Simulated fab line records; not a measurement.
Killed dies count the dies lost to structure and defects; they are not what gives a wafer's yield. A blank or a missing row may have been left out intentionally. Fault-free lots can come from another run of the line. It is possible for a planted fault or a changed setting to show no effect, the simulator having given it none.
Matching of chambers + flow n5Finfet + N5_BEOL_M4_DEP_57 on pecvd-04: 3 sister chambers
The step deposits SiCN from 3MS/NH3, target thk 8 nm, time 14 s. 30 wafers are shown with their chamber, then 12 later ones without.

EACH WAFER AND ITS CHAMBER
| wafer  | chamber | throttleValvePct (%) | showerheadPlenumPTorr (Torr) |
|--------|---------|----------------------|------------------------------|
| L075.2 | 2       | 8.3                  | 3.661                        |
| L075.5 | 0       | 9.1                  | 3.647                        |
| L075.6 | 1       | 8.7                  | 3.672                        |
| L077.1 | 0       | 9.1                  | 3.657                        |
| L077.4 | 2       | 8.8                  | 3.652                        |
| L077.5 | 0       | 9.2                  | 3.648                        |
| L078.3 | 0       | 9.2                  | 3.658                        |
| L078.4 | 1       | 8.7                  | 3.666                        |
| L078.5 | 2       | 8.5                  | 3.663                        |
| L080.2 | 0       | 9.2                  | 3.652                        |
| L080.5 | 2       | 8.6                  | 3.650                        |
| L080.6 | 0       | 9.3                  | 3.657                        |
| L082.2 | 2       | 8.6                  | 3.659                        |
| L082.4 | 2       | 8.4                  | 3.655                        |
| L082.5 | 0       | 9.4                  | 3.658                        |
| L083.1 | 1       | 8.7                  | 3.668                        |
| L083.4 | 0       | 9.3                  | 3.662                        |
| L083.5 | 1       | 8.9                  | 3.665                        |
| L084.1 | 1       | 8.8                  | 3.662                        |
| L084.5 | 0       | 9.0                  | 3.650                        |
| L084.6 | 1       | 8.5                  | 3.669                        |
| L085.2 | 0       | 9.3                  | 3.663                        |
| L085.3 | 1       | 8.8                  | 3.675                        |
| L085.4 | 0       | 9.3                  | 3.653                        |
| L086.1 | 0       | 9.1                  | 3.657                        |
| L086.3 | 2       | 8.8                  | 3.655                        |
| L086.5 | 1       | 8.7                  | 3.668                        |
| L088.1 | 2       | 8.6                  | 3.663                        |
| L088.2 | 0       | 9.6                  | 3.658                        |
| L088.5 | 1       | 8.8                  | 3.671                        |

SIGNATURES (averages over the wafers above)
| reading               | chamber 0 | chamber 1 | chamber 2 | scatter within a chamber |
|-----------------------|-----------|-----------|-----------|--------------------------|
| throttleValvePct      | 9.238     | 8.733     | 8.575     | 0.15                     |
| showerheadPlenumPTorr | 3.65538   | 3.66844   | 3.65725   | 0.0047                   |
Rule: a wafer's distance from a chamber is the root of the sum, over the readings, of the square of ((its reading less the chamber's mean) divided by the reading's scatter). The wafer belongs to the nearest chamber; if the next one is less than 2 further off, it can't be placed. The scatter: the root of (the sum of the squares of (reading less its chamber's mean) over the shown wafers, divided by (wafers less chambers)).

WAFERS MISSING THEIR CHAMBER
| wafer  | throttleValvePct (%) | showerheadPlenumPTorr (Torr) |
|--------|----------------------|------------------------------|
| L089.1 | 8.7                  | 3.650                        |
| L089.4 | 9.3                  | 3.647                        |
| L089.5 | 8.7                  | 3.671                        |
| L095.1 | 9.1                  | 3.680                        |
| L095.4 | 9.0                  | 3.649                        |
| L095.6 | 8.8                  | 3.671                        |
| L097.3 | 9.2                  | 3.670                        |
| L097.5 | 9.2                  | 3.656                        |
| L097.6 | 8.5                  | 3.661                        |
| L091.3 | 8.7                  | 3.660                        |
| L091.4 | 9.0                  | 3.654                        |
| L091.5 | 9.1                  | 3.662                        |

CHAMBER TAKEN BY EACH
| wafer  | from the rows above          | in truth |
|--------|------------------------------|----------|
| L089.1 | 2                            | 2        |
| L089.4 | 0                            | 0        |
| L089.5 | 1                            | 1        |
| L095.1 | can't be placed: 1 or 0      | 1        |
| L095.4 | can't be placed: 0 or 2      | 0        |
| L095.6 | 1                            | 1        |
| L097.3 | can't be placed: 0 or 1 or 2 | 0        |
| L097.5 | 0                            | 0        |
| L097.6 | can't be placed: 2 or 1      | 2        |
| L091.3 | can't be placed: 2 or 1      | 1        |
| L091.4 | can't be placed: 0 or 2 or 1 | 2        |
| L091.5 | can't be placed: 0 or 1 or 2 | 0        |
5 of 12 placed correctly. Unplaceable from these rows: 7, with the true chamber sitting among the candidates in 7. Placed wrongly: 0.
